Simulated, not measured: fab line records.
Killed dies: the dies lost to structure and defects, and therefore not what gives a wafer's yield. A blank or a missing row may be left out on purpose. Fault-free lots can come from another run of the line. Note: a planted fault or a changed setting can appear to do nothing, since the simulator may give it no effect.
Chamber matching :: flow n5_finfet :: N5_BEOL_M0_SAQP_SPACER1_ALD_98 on ald_sin-01 has 4 sister chambers
The step deposits SiO2, target thk 12.8 nm, pulse time 1 s, purge time 2 s. 16 wafers are shown with their chamber, then 8 later ones without.

== EACH WAFER AND ITS CHAMBER ==
wafer: L078.1
chamber: 3
heater_power_w (W): 434
precursor_pulse_height_rel: 1.013

wafer: L078.2
chamber: 1
heater_power_w (W): 525
precursor_pulse_height_rel: 1.025

wafer: L078.4
chamber: 3
heater_power_w (W): 441
precursor_pulse_height_rel: 1.015

wafer: L079.1
chamber: 0
heater_power_w (W): 507
precursor_pulse_height_rel: 1.008

wafer: L079.3
chamber: 2
heater_power_w (W): 372
precursor_pulse_height_rel: 1.000

wafer: L079.4
chamber: 1
heater_power_w (W): 526
precursor_pulse_height_rel: 1.023

wafer: L080.1
chamber: 0
heater_power_w (W): 507
precursor_pulse_height_rel: 0.993

wafer: L080.2
chamber: 1
heater_power_w (W): 542
precursor_pulse_height_rel: 0.991

wafer: L080.5
chamber: 2
heater_power_w (W): 380
precursor_pulse_height_rel: 0.989

wafer: L081.2
chamber: 3
heater_power_w (W): 435
precursor_pulse_height_rel: 0.970

wafer: L081.3
chamber: 2
heater_power_w (W): 381
precursor_pulse_height_rel: 1.028

wafer: L081.6
chamber: 3
heater_power_w (W): 438
precursor_pulse_height_rel: 0.979

wafer: L092.1
chamber: 2
heater_power_w (W): 388
precursor_pulse_height_rel: 0.997

wafer: L092.4
chamber: 1
heater_power_w (W): 492
precursor_pulse_height_rel: 0.970

wafer: L092.6
chamber: 1
heater_power_w (W): 518
precursor_pulse_height_rel: 1.008

wafer: L093.1
chamber: 1
heater_power_w (W): 510
precursor_pulse_height_rel: 0.977

SIGNATURES (averages over the wafers above)
reading: heater_power_w
chamber 0: 507.00
chamber 1: 518.83
chamber 2: 380.25
chamber 3: 437.00
scatter within a chamber: 11.5

reading: precursor_pulse_height_rel
chamber 0: 1.00050
chamber 1: 0.99900
chamber 2: 1.00350
chamber 3: 0.99425
scatter within a chamber: 0.021
Rule: distance of a wafer from a chamber = root of the sum over the readings of ((wafer's reading minus chamber's mean) / reading's scatter) squared. The wafer belongs to the nearest chamber; if the next one is less than 2 further off, it can't be placed. The scatter is the square root of a quotient: the sum, over the shown wafers, of each reading's squared deviation from its chamber's mean, divided by wafers minus chambers.

== WAFERS WITH NO CHAMBER GIVEN ==
wafer: L093.2
heater_power_w (W): 377
precursor_pulse_height_rel: 0.995

wafer: L093.6
heater_power_w (W): 501
precursor_pulse_height_rel: 1.013

wafer: L095.1
heater_power_w (W): 432
precursor_pulse_height_rel: 1.034

wafer: L095.5
heater_power_w (W): 512
precursor_pulse_height_rel: 0.968

wafer: L095.6
heater_power_w (W): 378
precursor_pulse_height_rel: 0.958

wafer: L097.3
heater_power_w (W): 479
precursor_pulse_height_rel: 1.007

wafer: L097.4
heater_power_w (W): 508
precursor_pulse_height_rel: 1.037

wafer: L097.6
heater_power_w (W): 509
precursor_pulse_height_rel: 0.983

== WHICH CHAMBER EACH ONE RAN IN ==
wafer: L093.2
from the rows above: 2
in truth: 2

wafer: L093.6
from the rows above: can't be placed: 0 or 1
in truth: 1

wafer: L095.1
from the rows above: 3
in truth: 3

wafer: L095.5
from the rows above: can't be placed: 1 or 0
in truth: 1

wafer: L095.6
from the rows above: 2
in truth: 2

wafer: L097.3
from the rows above: can't be placed: 0 or 1 or 3
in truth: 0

wafer: L097.4
from the rows above: can't be placed: 0 or 1
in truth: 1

wafer: L097.6
from the rows above: can't be placed: 0 or 1
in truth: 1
Correctly placed: 3 of 8. Not placeable from these rows: 5 (in 5, the candidates include the true chamber). 0 placed wrongly.
